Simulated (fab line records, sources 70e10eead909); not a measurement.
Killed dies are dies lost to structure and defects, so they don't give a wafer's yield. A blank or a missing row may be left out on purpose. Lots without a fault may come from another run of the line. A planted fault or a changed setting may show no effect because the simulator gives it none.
fab line records | flow nand_harc | part 1 of 2: steps 1 to 23 of 38
record lots=5 wafers=15 last_day=32
route steps=1302 shown A_CHANNEL_HOLE_D1@489 A_CHANNEL_FILL_D1@490 A_DECK1_JOINT@518
lots that met no fault: from a run of the same line without faults
start_h: hours from the record's first day to the start of the lot's first wafer shown | wait_h: hours since the lot's step before | " the same as in the row above | L1.1+2: a row that stands for several wafers | - no value, or no start given | * or withheld: withheld | < > ~ a bound
route shown NAME@n: a module of which the file shows steps, and the number in the route of the first | usual: mean/standard deviation of fault-free wafers | same: alike in all rows | chamber/n: place in a boat | sites: the reading at each site | _std_site: their standard deviation | _edge_site: outer sites' mean less inner sites' | radius_mm: how far each site lies from the wafer's centre | mask NAME#n: copy n | behind: the tool/chamber that last shaped the wafer | hold: why the lot was held/for how many hours/how that ended | device: the transistor (n, p or np) that didn't switch | end of line: the same wafers' tests at the end of the route | a step without rows: its recipe alone | killed: dies lost to structure and defects at the first sort, not the wafer's yield | map: a wafer's dies, x killed, . not, _ none there
set.NAME: the setting as run; set.NAME@STEP: as run at that earlier step | model.NAME: the simulator's own value behind a step, which no gauge read
lots at some steps of the route; a table a step, a row a wafer
services: from which hour (start_h, from the record's first day; less than 0 if before it) a tool's chamber was out of use, for how many hours, and why
## steps
# step NHARC_A_CHANNEL_HOLE_D1_INSPECT_40
# usual raw_defect_count=74/29
# columns lot.wafer tool chamber start_h wait_h raw_defect_count
L085.2 defect_inspect-01 - 298.47 - 65
L085.3 " - " " 60
L085.5 " - " " 62
L087.1 defect_inspect-01 - 326.73 - 40
L087.2 " - " " 50
L087.6 " - " " 44
L088.1 defect_inspect-02 - 333.70 - 110
L088.3 " - " " 135
L088.5 " - " " 100
L089.2 defect_inspect-01 - 334.23 - 45
L089.3 " - " " 67
L089.6 " - " " 62
L094.3 defect_inspect-02 - 387.19 - 61
L094.4 " - " " 76
L094.6 " - " " 76
# step NHARC_A_CHANNEL_FILL_D1_PRECLEAN_00
# recipe time_s=* temp_c=50 bath_age_min=0 chemistry=SC1
# usual diw_flow_mL_min=1415/4.4
# columns lot.wafer tool chamber start_h wait_h diw_flow_mL_min
L085.2 wet_bench-02 0 298.53 0.1 1413
L085.5 " 2 " " 1420
L085.3 " 3 " " 1416
L087.1 wet_bench-07 1 326.79 0.1 1417
L087.2 " 2 " " 1421
L087.6 " 4 " " 1409
L088.3 wet_bench-09 2 333.75 0.0 1411
L088.5 " 3 " " 1423
L088.1 " 4 " " 1415
L089.2 wet_bench-02 5 334.30 0.1 1422
L089.6 " 7 " " 1413
L089.3 " 0 " " 1413
L094.6 wet_bench-02 1 387.24 0.0 1408
L094.3 " 2 " " 1412
L094.4 " 3 " " 1408
# step NHARC_A_CHANNEL_FILL_D1_SRD_01
# columns lot.wafer tool chamber start_h wait_h
L085.2+5+3 wet_bench-02 0,2,3 - -
L087.1+2+6 wet_bench-07 1,2,4 - -
L088.3+5+1 wet_bench-09 2,3,4 - -
L089.2+6+3 wet_bench-02 5,7,0 - -
L094.6+3+4 wet_bench-02 1,2,3 - -
# step NHARC_A_CHANNEL_FILL_D1_ALD_02
# recipe target_thk_a=60 pulse_time_s=10 ald_cycles=60 temp_c=300 material=SiO2
# usual heater_power_w=457/44 precursor_pulse_height_rel=1.000/0.019
# same ald_cycles=60
# columns lot.wafer tool chamber start_h wait_h heater_power_w precursor_pulse_height_rel
L085.3 ald_hk-02 2 298.67 - 387 1.007
L085.2 " 3 " " 443 0.987
L085.5 " 2 " " 393 1.010
L087.2 ald_hk-01 0 327.00 - 531 1.008
L087.1 " 2 " " 553 0.996
L087.6 " 0 " " 509 1.007
L088.3 ald_hk-02 0 333.89 - 428 1.001
L088.1 " 2 " " 387 0.969
L088.5 " 1 " " 480 1.002
L089.2 ald_hk-04 3 334.43 - 432 0.998
L089.3 " 2 " " 446 1.007
L089.6 " 3 " " 431 0.987
L094.4 ald_hk-04 2 387.38 - 457 1.007
L094.3 " 1 " " 447 0.965
L094.6 " 3 " " 436 0.993
# step NHARC_A_CHANNEL_FILL_D1_ALD_03
# recipe target_thk_a=60 pulse_time_s=60 ald_cycles=58 temp_c=630 pressure_torr=2 material=SiNx
# usual precursor_pulse_height_rel=1.000/0.02
# same ald_cycles=58
# columns lot.wafer tool chamber start_h wait_h precursor_pulse_height_rel
L085.2 ald_sin_batch-03 0 - - 1.005
L085.3 " 0 " " 1.013
L085.5 " 0 " " 0.999
L087.1 ald_sin_batch-01 0 - - 1.017
L087.2 " 0 " " 1.027
L087.6 " 0 " " 1.004
L088.1 ald_sin_batch-03 0 - - 1.001
L088.3 " 0 " " 1.016
L088.5 " 0 " " 1.003
L089.2 ald_sin_batch-03 0 - - 1.016
L089.3 " 0 " " 1.012
L089.6 " 0 " " 0.975
L094.3 ald_sin_batch-01 0 - - 1.034
L094.4 " 0 " " 0.984
L094.6 " 0 " " 1.007
# step NHARC_A_CHANNEL_FILL_D1_ALD_14
# recipe target_thk_a=25 pulse_time_s=10 ald_cycles=25 temp_c=300 material=SiO2
# usual heater_power_w=452/43 precursor_pulse_height_rel=1.000/0.021
# same ald_cycles=25
# columns lot.wafer tool chamber start_h wait_h heater_power_w precursor_pulse_height_rel
L085.2 ald_hk-02 1 305.70 0.0 490 1.003
L085.3 " 3 " " 427 1.038
L085.5 " 2 " " 385 1.027
L087.2 ald_hk-01 2 333.96 0.0 561 0.976
L087.1 " 1 " " 448 0.982
L087.6 " 3 " " 451 0.992
L089.2 ald_hk-02 2 340.96 0.0 384 0.975
L089.3 " 1 " " 487 1.046
L089.6 " 2 " " 397 1.004
L088.3 ald_hk-04 3 341.00 0.1 444 1.030
L088.1 " 0 " " 460 0.979
L088.5 " 3 " " 432 0.980
L094.4 ald_hk-02 0 394.36 0.0 449 1.015
L094.3 " 2 " " 379 1.005
L094.6 " 1 " " 463 1.002
# step NHARC_A_CHANNEL_FILL_D1_ALD_15
# recipe target_thk_a=20 pulse_time_s=60 ald_cycles=19 temp_c=630 pressure_torr=2 material=SiNx
# usual precursor_pulse_height_rel=1.002/0.019
# same ald_cycles=19
# columns lot.wafer tool chamber start_h wait_h precursor_pulse_height_rel
L085.2 ald_sin_batch-01 0 - - 1.020
L085.3 " 0 " " 1.006
L085.5 " 0 " " 1.010
L087.1 ald_sin_batch-02 0 - - 0.981
L087.2 " 0 " " 1.009
L087.6 " 0 " " 0.980
L088.1 ald_sin_batch-01 0 - - 1.000
L088.3 " 0 " " 0.994
L088.5 " 0 " " 0.984
L089.2 ald_sin_batch-01 0 - - 0.987
L089.3 " 0 " " 0.936
L089.6 " 0 " " 1.017
L094.3 ald_sin_batch-03 0 - - 1.011
L094.4 " 0 " " 0.998
L094.6 " 0 " " 1.011
# step NHARC_A_CHANNEL_FILL_D1_ALD_16
# recipe target_thk_a=15 pulse_time_s=10 ald_cycles=15 temp_c=300 material=SiO2
# usual heater_power_w=454/43 precursor_pulse_height_rel=0.999/0.018
# same ald_cycles=15
# columns lot.wafer tool chamber start_h wait_h heater_power_w precursor_pulse_height_rel
L085.3 ald_hk-02 1 311.07 0.3 485 1.025
L085.2 " 2 " " 389 0.987
L085.5 " 0 " " 423 1.003
L087.1 ald_hk-04 1 339.13 0.0 445 0.984
L087.2 " 0 " " 463 0.996
L087.6 " 2 " " 430 0.976
L088.3 ald_hk-04 0 346.12 0.0 446 1.003
L088.1 " 1 " " 452 0.997
L088.5 " 0 " " 458 1.008
L089.3 ald_hk-01 1 346.15 0.1 453 1.006
L089.2 " 3 " " 442 0.984
L089.6 " 0 " " 530 0.969
L094.3 ald_hk-02 2 399.57 0.1 382 1.015
L094.4 " 0 " " 460 0.984
L094.6 " 1 " " 474 0.979
# step NHARC_A_CHANNEL_FILL_D1_ANNEAL_17
# recipe temp_c=850 time_s=1800
# usual zone_power_top_pct=32/3.6
# columns lot.wafer tool chamber start_h wait_h zone_power_top_pct
L085.2 furnace-05 0 314.17 - 29
L085.3 " 0 " " 30
L085.5 " 0 " " 30
L087.1 furnace-07 0 342.37 - 38
L087.2 " 0 " " 38
L087.6 " 0 " " 38
L088.1 furnace-05 0 349.44 - 30
L088.3 " 0 " " 29
L088.5 " 0 " " 29
L089.2 furnace-05 0 349.44 - 29
L089.3 " 0 " " 30
L089.6 " 0 " " 30
L094.3 furnace-05 0 403.91 - 30
L094.4 " 0 " " 30
L094.6 " 0 " " 29
# step NHARC_A_CHANNEL_FILL_D1_CVD_18
# recipe target_thk_a=30 temp_c=550 material=poly-Si
# usual zone_power_top_pct=16.5/1.4
# columns lot.wafer tool chamber start_h wait_h zone_power_top_pct
L085.2 lpcvd_poly-02 0 320.50 - 14.3
L085.3 " 0 " " 14.3
L085.5 " 0 " " 14.4
L087.1 lpcvd_poly-01 0 349.38 - 15.1
L087.2 " 0 " " 15.5
L087.6 " 0 " " 15.4
L088.1 lpcvd_poly-04 0 355.89 - 18.0
L088.3 " 0 " " 17.4
L088.5 " 0 " " 17.7
L089.2 lpcvd_poly-04 0 355.89 - 18.0
L089.3 " 0 " " 17.9
L089.6 " 0 " " 17.8
L094.3 lpcvd_poly-04 0 410.32 - 17.8
L094.4 " 0 " " 17.8
L094.6 " 0 " " 17.8
# step NHARC_A_CHANNEL_FILL_D1_ETCHBACK_19
# recipe target_depth_a=50 time_s=1.7 hbr_flow_sccm=150 cl2_flow_sccm=50 rf_w=400 icp_w=400 bias_w=100 chemistry=HBr/Cl2
# usual drypump_motor_current_A=5.8/0.41 oes_product_au=1.001/0.011 throttle_valve_pct=26.404/0.0095
# columns lot.wafer tool chamber start_h wait_h drypump_motor_current_A oes_product_au rf_hours_counter_h throttle_valve_pct
L085.3 rie_si-02 1 322.57 0.4 5.2 1.005 0.3 26.403
L085.2 " 2 " " 5.8 0.978 0.2 26.418
L085.5 " 3 " " 5.8 1.003 - 26.408
L087.1 rie_si-06 0 351.42 0.4 6.3 0.987 0.6 26.397
L087.2 " 3 " " 5.6 0.993 0.6 26.407
L087.6 " 1 " " 5.9 0.995 - 26.399
L088.1 rie_si-05 3 357.97 0.4 5.0 1.003 0.2 26.395
L088.3 " 1 " " 6.0 0.992 0.3 26.421
L088.5 " 3 " " 5.0 0.994 - 26.409
L089.2 rie_si-02 3 357.99 0.4 5.8 1.017 0.5 26.391
L089.3 " 1 " " 5.2 1.011 0.5 26.405
L089.6 " 2 " " 5.8 0.993 - 26.397
L094.3 rie_si-02 0 412.41 0.4 5.9 1.011 0.8 26.410
L094.4 " 1 " " 5.2 1.026 0.7 26.398
L094.6 " 1 " " 5.2 1.020 - 26.410
# step NHARC_A_CHANNEL_FILL_D1_ETCHBACK_20
# recipe target_depth_a=270 time_s=13.5 c4f8_flow_sccm=withheld o2_flow_sccm=8 ar_flow_sccm=withheld rf_w=600 bias_w=1500 chemistry=C4F8/O2/Ar
# usual oes_product_au=0.97/0.033 rf_vpp_V=977/5.9
# columns lot.wafer tool chamber start_h wait_h oes_product_au rf_hours_counter_h rf_vpp_V
L085.2 rie_diel-06 3 322.67 - 0.99 0.1 971
L085.3 " 0 " " 0.99 0.1 975
L085.5 " 3 " " 0.98 - 970
L087.2 rie_diel-06 0 351.56 - 0.97 1.4 975
L087.1 " 1 " " 1.01 1.5 985
L087.6 " 0 " " 0.98 - 975
L089.2 rie_diel-11 0 358.10 - 1.01 5.2 973
L089.3 " 2 " " 0.97 5.6 986
L089.6 " 0 " " 1.01 - 975
L088.3 rie_diel-06 0 358.11 - 0.99 2.0 976
L088.1 " 2 " " 1.01 1.9 982
L088.5 " 0 " " 0.99 - 975
L094.3 rie_diel-06 1 412.55 - 1.01 4.1 985
L094.4 " 1 " " 1.01 - 985
L094.6 " 2 " " 0.99 - 982
# step NHARC_A_CHANNEL_FILL_D1_STRIP_28
# recipe time_s=20 o2_flow_sccm=500 ar_flow_sccm=0 bias_w=0 chemistry=O2
# usual drypump_motor_current_A=5.8/0.4 oes_product_au=0.996/0.013 rf_vpp_V=57.8/0.94 showerhead_plenum_p_Torr=3.51/0.14 throttle_valve_pct=17.036/0.0085
# columns lot.wafer tool chamber start_h wait_h drypump_motor_current_A oes_product_au rf_hours_counter_h rf_vpp_V showerhead_plenum_p_Torr throttle_valve_pct
L085.3 rie_diel-06 2 322.76 0.1 6.4 1.010 0.0 59.3 3.62 17.043
L085.2 " 3 " " 6.1 0.990 0.1 57.0 3.33 17.032
L085.5 " 2 " " 6.4 1.016 - 58.4 3.62 17.023
L087.1 rie_diel-06 3 351.65 0.1 6.0 0.980 1.3 56.8 3.33 17.021
L087.2 " 0 " " 5.6 0.980 1.4 57.7 3.44 17.042
L087.6 " 1 " " 5.7 1.024 - 58.3 3.68 17.020
L089.2 rie_diel-11 2 358.19 0.1 6.1 0.966 5.6 57.7 3.70 17.039
L089.3 " 0 " " 5.3 1.010 5.3 57.5 3.42 17.042
L089.6 " 3 " " 6.0 0.993 - 56.9 3.48 17.037
L088.3 rie_diel-06 2 358.19 0.1 6.3 1.002 1.9 56.8 3.62 17.029
L088.1 " 0 " " 5.6 0.982 2.0 56.9 3.44 17.047
L088.5 " 3 " " 6.0 0.978 - 57.0 3.33 17.036
L094.3 rie_diel-06 1 412.65 0.1 5.7 1.000 4.1 58.5 3.68 17.024
L094.4 " 0 " " 5.6 0.981 - 58.2 3.44 17.032
L094.6 " 2 " " 6.4 1.005 - 59.2 3.62 17.044
# step NHARC_A_CHANNEL_FILL_D1_PRECLEAN_21
# recipe time_s=30 chemistry=dHF
# columns lot.wafer tool chamber start_h wait_h
L085.2+3+5 wet_bench-09 6,0,1 322.86 -
L087.1+6+2 wet_bench-02 0,1,3 351.74 -
L089.3+6+2 wet_bench-02 0,3,4 358.29 -
L088.5+1+3 wet_bench-07 0,2,3 358.29 -
L094.3+4+6 wet_bench-09 5,7,1 412.75 -
# step NHARC_A_CHANNEL_FILL_D1_SRD_23
# columns lot.wafer tool chamber start_h wait_h
L085.2+3+5 wet_bench-09 6,0,1 322.88 0.0
L087.1+6+2 wet_bench-02 0,1,3 351.77 0.0
L089.3+6+2 wet_bench-02 0,3,4 358.31 0.0
L088.5+1+3 wet_bench-07 0,2,3 358.32 0.0
L094.3+4+6 wet_bench-09 5,7,1 412.78 0.0
# step NHARC_A_CHANNEL_FILL_D1_CVD_05
# recipe target_thk_a=50 temp_c=550 material=poly-Si
# usual zone_power_top_pct=16.0/1.4
# columns lot.wafer tool chamber start_h wait_h zone_power_top_pct
L085.2 lpcvd_poly-01 0 325.33 2.4 15.2
L085.3 " 0 " " 15.4
L085.5 " 0 " " 15.3
L087.1 lpcvd_poly-01 0 354.22 2.4 15.2
L087.2 " 0 " " 15.4
L087.6 " 0 " " 15.4
L088.1 lpcvd_poly-02 0 360.59 2.3 14.4
L088.3 " 0 " " 14.7
L088.5 " 0 " " 14.4
L089.2 lpcvd_poly-02 0 360.59 2.3 14.4
L089.3 " 0 " " 14.7
L089.6 " 0 " " 14.2
L094.3 lpcvd_poly-01 0 415.23 2.4 15.4
L094.4 " 0 " " 15.5
L094.6 " 0 " " 15.3
# step NHARC_A_CHANNEL_FILL_D1_ANNEAL_22
# recipe temp_c=620 time_s=7200
# usual zone_power_top_pct=22.2/2.2
# columns lot.wafer tool chamber start_h wait_h zone_power_top_pct
L085.2 furnace-07 0 330.51 3.3 23.8
L085.3 " 0 " " 23.8
L085.5 " 0 " " 23.9
L087.1 furnace-07 0 359.40 3.3 23.9
L087.2 " 0 " " 24.2
L087.6 " 0 " " 24.1
L088.1 furnace-07 0 365.75 3.3 23.9
L088.3 " 0 " " 23.6
L088.5 " 0 " " 24.0
L089.2 furnace-07 0 365.75 3.3 23.5
L089.3 " 0 " " 23.7
L089.6 " 0 " " 23.6
L094.3 furnace-06 0 420.55 3.5 20.1
L094.4 " 0 " " 20.7
L094.6 " 0 " " 20.5
# step NHARC_A_CHANNEL_FILL_D1_ALD_25
# recipe target_thk_a=600 pulse_time_s=10 ald_cycles=600 temp_c=300 material=SiOx
# usual heater_power_w=461/49 precursor_pulse_height_rel=0.998/0.017
# same ald_cycles=600
# columns lot.wafer tool chamber start_h wait_h heater_power_w precursor_pulse_height_rel
L085.3 ald_hk-02 3 334.56 0.0 439 0.991
L085.2 " 2 336.40 1.9 393 0.997
L085.5 " 0 337.62 3.1 435 0.986
L087.1 ald_hk-01 3 364.07 0.7 440 0.997
L087.2 " 0 " " 520 1.024
L087.6 " 2 365.93 2.5 555 1.009
L088.3 ald_hk-04 3 369.80 0.1 424 0.997
L088.1 " 2 371.64 1.9 444 0.985
L088.5 " 3 " " 428 1.026
L089.3 ald_hk-01 0 371.01 1.3 524 1.012
L089.2 " 1 " " 455 1.010
L089.6 " 3 372.83 3.1 432 1.028
L094.3 ald_hk-01 2 425.24 0.7 556 1.024
L094.4 " 3 " " 455 1.005
L094.6 " 1 427.11 2.5 443 1.004
# step NHARC_A_CHANNEL_FILL_D1_ETCHBACK_08
# recipe target_depth_a=2200 time_s=110 c4f8_flow_sccm=20 ar_flow_sccm=withheld rf_w=600 bias_w=300 chemistry=C4F8
# usual oes_product_au=0.96/0.036 rf_vpp_V=440.7/2.7
# columns lot.wafer tool chamber start_h wait_h oes_product_au rf_hours_counter_h rf_vpp_V
L085.3 rie_diel-03 3 - - 0.94 3.6 436.0
L085.2 " 0 " " 0.92 3.5 439.9
L085.5 " 3 " " 0.94 - 436.6
L087.1 rie_diel-11 0 - - 0.97 5.4 438.6
L087.2 " 1 " " 0.97 5.6 444.8
L087.6 " 1 " " 0.96 - 444.0
L089.2 rie_diel-03 0 - - 0.98 5.1 440.6
L089.3 " 2 " " 0.97 3.3 438.1
L089.6 " 3 " " 0.99 - 438.9
L088.3 rie_diel-11 0 - - 1.01 5.8 439.2
L088.1 " 1 " " 0.99 6.2 445.7
L088.5 " 2 " " 0.97 - 443.0
L094.3 rie_diel-06 1 - - 0.93 5.4 443.6
L094.4 " 2 " " 0.93 6.3 441.8
L094.6 " 3 " " 0.97 - 437.9
# step NHARC_A_CHANNEL_FILL_D1_STRIP_29
# recipe time_s=20 o2_flow_sccm=500 ar_flow_sccm=0 bias_w=0 chemistry=O2
# usual drypump_motor_current_A=5.8/0.37 oes_product_au=0.997/0.014 rf_vpp_V=57.8/0.98 showerhead_plenum_p_Torr=3.52/0.14 throttle_valve_pct=17.037/0.008
# columns lot.wafer tool chamber start_h wait_h drypump_motor_current_A oes_product_au rf_hours_counter_h rf_vpp_V showerhead_plenum_p_Torr throttle_valve_pct
L085.3 rie_diel-03 3 340.27 0.1 5.0 1.031 3.7 57.1 3.34 17.035
L085.2 " 0 " " 5.5 0.995 3.5 57.5 3.50 17.044
L085.5 " 3 " " 5.0 1.020 - 58.1 3.35 17.036
L087.1 rie_diel-11 1 - - 6.1 0.994 5.7 59.1 3.76 17.028
L087.2 " 2 " " 6.1 0.967 5.8 58.1 3.70 17.036
L087.6 " 3 " " 6.0 0.991 - 58.8 3.48 17.030
L089.3 rie_diel-03 2 - - 6.4 0.984 3.4 57.8 3.37 17.040
L089.2 " 0 " " 5.5 0.998 5.2 58.6 3.50 17.045
L089.6 " 2 " " 6.4 0.974 - 57.7 3.37 17.048
L088.3 rie_diel-11 3 - - 6.0 0.980 5.3 57.4 3.48 17.020
L088.1 " 0 " " 5.4 1.016 5.9 58.1 3.42 17.042
L088.5 " 3 " " 6.0 0.976 - 58.2 3.48 17.034
L094.3 rie_diel-06 3 - - 6.1 0.992 4.2 57.0 3.33 17.025
L094.4 " 0 " " 5.6 0.979 6.8 58.2 3.44 17.036
L094.6 " 0 " " 5.6 0.985 - 57.4 3.44 17.051
# step NHARC_A_CHANNEL_FILL_D1_PRECLEAN_30
# recipe time_s=30 chemistry=dHF
# columns lot.wafer tool chamber start_h wait_h
L085.5+3+2 wet_bench-09 3,7,0 340.38 -
L087.2+1+6 wet_bench-09 2,4,6 369.27 -
L089.6+2+3 wet_bench-09 0,2,3 375.54 -
L088.3+1+5 wet_bench-09 0,1,3 375.59 -
L094.4+3+6 wet_bench-07 0,1,2 430.46 -
# step NHARC_A_CHANNEL_FILL_D1_SRD_31
# columns lot.wafer tool chamber start_h wait_h
L085.5+3+2 wet_bench-09 3,7,0 340.40 0.0
L087.2+1+6 wet_bench-09 2,4,6 369.29 0.0
L089.6+2+3 wet_bench-09 0,2,3 375.57 0.0
L088.3+1+5 wet_bench-09 0,1,3 375.61 0.0
L094.4+3+6 wet_bench-07 0,1,2 430.49 0.0
# step NHARC_A_CHANNEL_FILL_D1_CVD_09
# recipe target_thk_a=1500 temp_c=620 pressure_mtorr=200 time_s=3000 material=poly-Si
# usual zone_power_top_pct=17.9/1.4
# columns lot.wafer tool chamber start_h wait_h zone_power_top_pct
L085.2 lpcvd_poly-02 0 342.68 2.3 17.2
L085.3 " 0 " " 17.3
L085.5 " 0 " " 17.0
L087.1 lpcvd_poly-02 0 371.57 2.3 17.4
L087.2 " 0 " " 17.2
L087.6 " 0 " " 17.2
L088.1 lpcvd_poly-02 0 377.84 2.2 17.0
L088.3 " 0 " " 16.7
L088.5 " 0 " " 17.1
L089.2 lpcvd_poly-02 0 377.84 2.3 16.8
L089.3 " 0 " " 17.0
L089.6 " 0 " " 16.9
L094.3 lpcvd_poly-04 0 432.83 2.3 21.0
L094.4 " 0 " " 21.0
L094.6 " 0 " " 20.7
